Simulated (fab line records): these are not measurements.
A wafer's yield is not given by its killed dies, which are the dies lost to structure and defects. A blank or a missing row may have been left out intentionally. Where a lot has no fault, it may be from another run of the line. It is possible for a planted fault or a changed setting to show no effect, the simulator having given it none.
Matching of chambers ; flow n5-finfet ; rie-diel-04 running N5_BEOL_M10_ETCH_62: 4 sister chambers
The step etches SOC in N2/H2, target depth 110 nm, overetch 22 nm, time 165 s. 4 wafers are shown with their chamber, then 8 later ones without.

== EACH WAFER AND ITS CHAMBER ==
wafer;chamber;showerhead-plenum-p-Torr (Torr)
L076.3;0;2.42
L081.2;1;2.60
L081.5;3;2.41
L084.1;2;2.45

== WAFERS WHOSE CHAMBER IS MISSING ==
wafer;showerhead-plenum-p-Torr (Torr)
L084.5;2.45
L084.6;2.41
L094.4;2.45
L094.5;2.40
L094.6;2.59
L096.1;2.58
L096.2;2.45
L096.4;2.59

== EACH ONE'S CHAMBER ==
wafer;from the rows above;in truth
L084.5;2;2
L084.6;can't be placed: 3 or 0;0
L094.4;2;2
L094.5;can't be placed: 3 or 0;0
L094.6;1;1
L096.1;1;1
L096.2;2;2
L096.4;1;1
Correctly placed: 6 of 8. Not placeable from these rows: 2 (in 2, the candidates include the true chamber). 0 placed wrongly.
How it was worked out, from the rows above alone: a wafer's distance from a chamber is the root of the sum, over the readings, of the square of ((its reading less the chamber's mean) divided by the reading's scatter). If the next closest chamber is less than 2 further off than the closest, the wafer can't be placed; otherwise it belongs to the closest. A chamber's mean is the mean of its shown wafers. The scatter: with one shown wafer a chamber, the root of the mean of the squares of how far each hidden wafer lies from its nearest shown one.
